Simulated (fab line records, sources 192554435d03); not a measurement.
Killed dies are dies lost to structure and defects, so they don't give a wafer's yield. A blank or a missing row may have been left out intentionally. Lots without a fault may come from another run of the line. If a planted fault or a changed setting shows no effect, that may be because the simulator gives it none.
Which tool is to blame? :: flow n5-finfet :: 72 wafers sampled from 24 lots at 1 step of a route of 1938

WHAT THE GAUGES SHOWED, per wafer
N5_BEOL_M6_CD_MEAS_28: the cd target is 40 nm. Usual: cd-nm reads 40.03 nm (standard deviation 0.24).
lot: L074
measured: day 9 00:20
on: cd-sem-01
cd-nm (nm): 40.03 39.89 39.87
flag: 

lot: L076
measured: day 9 04:34
on: cd-sem-01
cd-nm (nm): 40.08 39.67 39.88
flag: 

lot: L075
measured: day 9 11:00
on: cd-sem-01
cd-nm (nm): 40.00 39.98 40.29
flag: 

lot: L077
measured: day 9 23:48
on: cd-sem-01
cd-nm (nm): 40.17 40.30 40.14
flag: 

lot: L078
measured: day 10 03:51
on: cd-sem-01
cd-nm (nm): 39.95 40.17 40.10
flag: 

lot: L079
measured: day 10 07:08
on: cd-sem-03
cd-nm (nm): 40.08 40.07 40.03
flag: 

lot: L080
measured: day 10 12:38
on: cd-sem-01
cd-nm (nm): 40.18 40.41 40.41
flag: 

lot: L081
measured: day 10 13:14
on: cd-sem-01
cd-nm (nm): 39.99 39.94 39.71
flag: 

lot: L082
measured: day 10 13:36
on: cd-sem-01
cd-nm (nm): 39.91 40.25 40.17
flag: 

lot: L083
measured: day 11 10:07
on: cd-sem-02
cd-nm (nm): 39.93 40.30 40.38
flag: 

lot: L085
measured: day 11 10:33
on: cd-sem-01
cd-nm (nm): 40.43 39.57 40.04
flag: 

lot: L084
measured: day 11 13:01
on: cd-sem-02
cd-nm (nm): 40.42 39.84 40.20
flag: 

lot: L087
measured: day 12 05:31
on: cd-sem-03
cd-nm (nm): 39.98 39.87 39.78
flag: 

lot: L086
measured: day 12 20:31
on: cd-sem-02
cd-nm (nm): 40.44 39.67 40.32
flag: 

lot: L089
measured: day 12 20:34
on: cd-sem-02
cd-nm (nm): 40.37 39.86 40.06
flag: 

lot: L088
measured: day 13 03:13
on: cd-sem-03
cd-nm (nm): 40.11 40.02 40.15
flag: 

lot: L090
measured: day 13 11:50
on: cd-sem-02
cd-nm (nm): 40.08 40.11 40.18
flag: 

lot: L091
measured: day 14 11:37
on: cd-sem-02
cd-nm (nm): 40.09 40.25 40.10
flag: 

lot: L093
measured: day 14 15:37
on: cd-sem-02
cd-nm (nm): 40.05 40.17 40.18
flag: 

lot: L094
measured: day 14 19:16
on: cd-sem-01
cd-nm (nm): 39.38 39.88 39.85
flag: 

lot: L092
measured: day 14 21:19
on: cd-sem-03
cd-nm (nm): 40.24 39.71 40.11
flag: 

lot: L096
measured: day 15 15:25
on: cd-sem-03
cd-nm (nm): 40.16 39.90 39.76
flag: 

lot: L095
measured: day 15 15:28
on: cd-sem-02
cd-nm (nm): 39.85 40.13 40.11
flag: 

lot: L097
measured: day 15 17:04
on: cd-sem-01
cd-nm (nm): 39.86 40.01 40.07
flag: 

WHAT TOOL EACH LOT RAN ON (gives the tool, then ch and the chambers of the sampled wafers, and finally the start)
Record: no process step prior to these readings.

WHAT THE TOOLS THEMSELVES READ (means of the sampled wafers that have a number; where no wafer has one, the mark that the record gives instead)
The record holds no such reading with a usual standard deviation.

THE ANSWER, worked out from the rows above alone
Rule: a lot is off if the mean of its wafers that have a number lies more than 3 standard deviations from the usual mean. Also off: a lot with no number at a reading for which 4 or more lots have one. Where the step has rows for the other lots, those lots are counted as sound. First the gauges in route order, then the tools' own readings, where a lot's mean is used as printed above. At the first step where some lot is off, the reading lying furthest off is the one used; lots without a number count as furthest.
None of the lots is off at any reading shown; this tells nothing.

WHAT WAS PUT IN BY THE SIMULATOR
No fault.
